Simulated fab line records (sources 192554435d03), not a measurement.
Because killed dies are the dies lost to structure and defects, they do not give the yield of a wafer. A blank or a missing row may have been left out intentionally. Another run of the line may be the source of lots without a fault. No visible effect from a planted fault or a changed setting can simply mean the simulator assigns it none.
Chamber matching | flow n5Finfet | 3 sister chambers for N5_BEOL_M5_CURE_79 on uvCure-03
The step cures SiCOH lowk, time 240 s. 14 wafers are shown with their chamber, then 7 later ones without.

## WAFERS, EACH WITH ITS CHAMBER
wafer  | chamber | wafer_temp_C_max | lampPowerPct (%)
L947.1 | 0       | 386.6            | 52.30
L947.5 | 0       | 387.3            | 52.26
L947.6 | 0       | 386.7            | 52.33
L949.1 | 1       | 387.2            | 52.43
L949.5 | 1       | 388.1            | 52.33
L949.6 | 1       | 388.2            | 52.35
L950.3 | 0       | 386.2            | 52.28
L950.4 | 0       | 386.3            | 52.36
L950.6 | 0       | 386.8            | 52.28
L951.2 | 2       | 386.5            | 52.36
L951.3 | 2       | 386.2            | 52.28
L951.4 | 2       | 386.9            | 52.37
L955.2 | 2       | 386.8            | 52.39
L955.5 | 2       | 386.9            | 52.37

SIGNATURES (means of the wafers above)
reading          | chamber 0 | chamber 1 | chamber 2 | scatter within a chamber
wafer_temp_C_max | 386.650   | 387.833   | 386.660   | 0.399
lampPowerPct     | 52.3017   | 52.3700   | 52.3540   | 0.0424
Rule: distance of a wafer from a chamber = root of the sum over the readings of ((wafer's reading minus chamber's mean) / reading's scatter) squared. The wafer belongs to the nearest chamber; if the next one is less than 2 further off, it can't be placed. The scatter is the square root of a quotient: the sum, over the shown wafers, of each reading's squared deviation from its chamber's mean, divided by wafers minus chambers.

## WAFERS WITHOUT THEIR CHAMBER
wafer  | wafer_temp_C_max | lampPowerPct (%)
L955.6 | 386.8            | 52.35
L961.1 | 387.1            | 52.25
L961.2 | 387.7            | 52.29
L961.4 | 386.6            | 52.27
L963.1 | 386.5            | 52.30
L963.4 | 385.8            | 52.24
L963.6 | 386.4            | 52.34

## CHAMBER TAKEN BY EACH
wafer  | from the rows above          | in truth
L955.6 | can't be placed: 2 or 0      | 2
L961.1 | can't be placed: 0 or 2 or 1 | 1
L961.2 | can't be placed: 1 or 0 or 2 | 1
L961.4 | can't be placed: 0 or 2      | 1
L963.1 | can't be placed: 0 or 2      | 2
L963.4 | can't be placed: 0 or 2      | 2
L963.6 | can't be placed: 2 or 0      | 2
Correct placement for 0 of the 7. These rows do not allow placing 7 (true chamber among the candidates in 6). Number placed wrongly: 0.
